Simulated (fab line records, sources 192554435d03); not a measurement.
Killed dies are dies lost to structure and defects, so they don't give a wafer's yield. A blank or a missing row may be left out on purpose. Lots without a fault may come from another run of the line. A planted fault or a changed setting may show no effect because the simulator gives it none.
Which tool did it? | flow n5_finfet | 10 lots, 30 wafers sampled, at 1 step of a route of 1938

WHAT THE GAUGES READ, wafer by wafer
N5_BEOL_M4_RC_MEAS_101. Usual: DIBL_N 36.0 mV/V, standard deviation 2; DIBL_P 36.2 mV/V, standard deviation 2.2; IOFF_N 0.16 nA/um, standard deviation 0.034; IOFF_P 0.21 nA/um, standard deviation 0.04; ION_N 675 uA/um, standard deviation 12; ION_P 463 uA/um, standard deviation 7.2; SS_N 71.6 mV/dec, standard deviation 0.6; SS_P 73.3 mV/dec, standard deviation 0.67; VT_N 250 mV, standard deviation 3; VT_P -251 mV, standard deviation 3.4.
lot  | measured     | on        | DIBL_N (mV/V)  | DIBL_P (mV/V)  | IOFF_N (nA/um) | IOFF_P (nA/um) | ION_N (uA/um) | ION_P (uA/um) | SS_N (mV/dec)  | SS_P (mV/dec)  | VT_N (mV)   | VT_P (mV)      | flag
L374 | day 8 01:43  | prober-02 | 37.7 35.6 35.6 | 36.6 34.6 34.4 | 0.17 0.12 0.14 | 0.21 0.18 0.18 | 670 662 650   | 452 457 451   | 72.3 72.2 71.8 | 74.3 73.1 73.6 | 251 253 250 | -252 -255 -256 |
L379 | day 9 23:21  | prober-02 | 34.2 31.3 34.5 | 32.2 29.9 33.6 | 0.12 0.10 0.13 | 0.14 0.12 0.16 | 656 651 661   | 450 447 454   | 71.6 70.8 70.8 | 72.6 72.2 72.6 | 253 254 250 | -257 -256 -257 |
L384 | day 10 18:38 | prober-02 | 35.9 36.1 36.6 | 37.2 37.2 37.4 | 0.18 0.19 0.19 | 0.21 0.22 0.22 | 686 687 688   | 464 464 462   | 71.9 71.7 72.1 | 73.5 73.9 73.7 | 248 248 248 | -253 -251 -252 |
L385 | day 11 02:45 | prober-01 | 40.9 40.6 39.4 | 40.8 40.0 38.3 | 0.20 0.20 0.18 | 0.26 0.25 0.22 | 700 687 697   | 469 466 470   | 71.1 71.7 71.0 | 75.2 74.1 74.0 | 247 247 249 | -249 -249 -250 |
L390 | day 12 05:36 | prober-01 | 37.9 37.9 36.9 | 38.1 37.8 36.9 | 0.19 0.19 0.17 | 0.26 0.26 0.23 | 691 697 681   | 474 472 464   | 72.3 72.0 71.6 | 73.6 73.1 73.2 | 248 245 248 | -245 -245 -249 |
L391 | day 12 15:52 | prober-02 | 34.0 35.0 33.0 | 35.0 35.1 33.5 | 0.12 0.13 0.11 | 0.19 0.19 0.17 | 664 669 653   | 466 453 459   | 70.8 71.7 70.2 | 73.1 73.5 72.1 | 256 253 256 | -253 -253 -252 |
L394 | day 13 21:14 | prober-02 | 38.0 38.9 38.2 | 38.2 39.1 38.4 | 0.18 0.20 0.18 | 0.23 0.27 0.23 | 675 683 682   | 462 470 469   | 71.4 72.0 72.5 | 74.1 74.2 74.7 | 250 248 248 | -248 -247 -247 |
L396 | day 13 23:46 | prober-01 | 39.8 35.9 35.3 | 39.3 36.6 35.1 | 0.24 0.17 0.15 | 0.29 0.23 0.21 | 696 690 669   | 470 464 467   | 72.4 71.0 71.4 | 74.2 72.5 72.7 | 243 247 251 | -246 -247 -252 |
L392 | day 14 00:33 | prober-01 | 33.4 39.1 38.7 | 32.6 40.0 39.9 | 0.12 0.22 0.21 | 0.18 0.32 0.30 | 668 695 685   | 465 480 468   | 70.8 72.0 72.5 | 72.4 74.7 74.8 | 254 245 247 | -252 -243 -247 |
L395 | day 14 02:49 | prober-02 | 36.8 38.6 34.2 | 36.9 37.4 32.8 | 0.16 0.20 0.13 | 0.20 0.21 0.16 | 672 692 664   | 463 465 452   | 71.1 71.9 71.2 | 73.5 73.9 71.9 | 249 247 252 | -253 -251 -254 |

WHICH TOOL RAN EACH LOT (tool, then ch and the chambers of the sampled wafers, then the start)
The record holds no process step before these readings.

WHAT THE TOOLS THEMSELVES READ (means of the sampled wafers that have a number; where no wafer has one, the mark that the record gives instead)
The record holds no such reading with a usual standard deviation.

THE ANSWER, worked out from the rows above alone
Rule: a lot is off if the mean of its wafers that have a number lies more than 3 standard deviations from the usual mean. A lot without any number at a reading at which 4 lots or more have one is off too. The other lots that the step has rows for count as sound. The gauges are gone through in route order, then the tools' own readings, and for those a lot's mean is taken as printed above. The first step at which some lot is off is used, and at that step the reading that is off furthest; a lot without a number counts as furthest.
No lot is off at any reading shown: from this, nothing can be told.

WHAT THE SIMULATOR HAD PUT IN
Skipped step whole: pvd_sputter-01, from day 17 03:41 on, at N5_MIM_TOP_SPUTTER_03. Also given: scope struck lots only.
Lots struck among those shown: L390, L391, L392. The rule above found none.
